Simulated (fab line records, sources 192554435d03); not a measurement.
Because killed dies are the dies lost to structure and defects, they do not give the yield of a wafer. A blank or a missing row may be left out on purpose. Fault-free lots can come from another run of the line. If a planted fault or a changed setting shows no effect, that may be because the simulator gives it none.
Chamber matching / flow n5_finfet / rie_diel-02 running N5_BEOL_M0_SAQP_SPACER2_ETCHBACK_27: 4 sister chambers
The step etches SiO2 in CHF3/O2, target depth 22.5 nm, time 11.25 s. 8 wafers are shown with their chamber, then 7 later ones without.

== WAFERS, EACH WITH ITS CHAMBER ==
wafer=L082.5; chamber=0; drypump_motor_current_A (A)=5.3; throttle_valve_pct (%)=18.89
wafer=L081.3; chamber=2; drypump_motor_current_A (A)=5.6; throttle_valve_pct (%)=18.99
wafer=L081.6; chamber=2; drypump_motor_current_A (A)=5.7; throttle_valve_pct (%)=18.97
wafer=L086.2; chamber=1; drypump_motor_current_A (A)=5.8; throttle_valve_pct (%)=18.93
wafer=L086.3; chamber=3; drypump_motor_current_A (A)=5.5; throttle_valve_pct (%)=19.30
wafer=L086.6; chamber=3; drypump_motor_current_A (A)=5.5; throttle_valve_pct (%)=19.28
wafer=L090.1; chamber=1; drypump_motor_current_A (A)=5.8; throttle_valve_pct (%)=18.93
wafer=L090.2; chamber=0; drypump_motor_current_A (A)=5.3; throttle_valve_pct (%)=18.90

== WAFERS WITHOUT THEIR CHAMBER ==
wafer=L090.6; drypump_motor_current_A (A)=5.3; throttle_valve_pct (%)=18.91
wafer=L091.1; drypump_motor_current_A (A)=5.8; throttle_valve_pct (%)=18.96
wafer=L091.4; drypump_motor_current_A (A)=5.5; throttle_valve_pct (%)=18.90
wafer=L091.5; drypump_motor_current_A (A)=5.3; throttle_valve_pct (%)=18.89
wafer=L094.1; drypump_motor_current_A (A)=5.7; throttle_valve_pct (%)=18.56
wafer=L094.2; drypump_motor_current_A (A)=5.5; throttle_valve_pct (%)=18.91
wafer=L094.4; drypump_motor_current_A (A)=5.3; throttle_valve_pct (%)=18.91

== EACH ONE'S CHAMBER ==
wafer=L090.6; from the rows above=0; in truth=0
wafer=L091.1; from the rows above=can't be placed: 1 or 2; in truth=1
wafer=L091.4; from the rows above=0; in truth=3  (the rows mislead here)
wafer=L091.5; from the rows above=0; in truth=0
wafer=L094.1; from the rows above=can't be placed: 0 or 1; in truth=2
wafer=L094.2; from the rows above=0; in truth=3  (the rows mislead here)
wafer=L094.4; from the rows above=0; in truth=0
3 of 7 placed correctly. These rows do not allow placing 2 (true chamber among the candidates in 1). 2 placed wrongly.
How it was worked out, from the rows above alone: a wafer's distance from a chamber is the root of the sum, over the readings, of the square of ((its reading less the chamber's mean) divided by the reading's scatter). The wafer belongs to the nearest chamber; if the next one is less than 2 further off, it can't be placed. Each chamber's mean is taken over the wafers shown for it. The scatter: take each reading less its chamber's mean, square it, sum over the shown wafers, divide by the number of wafers less the number of chambers, and take the root.
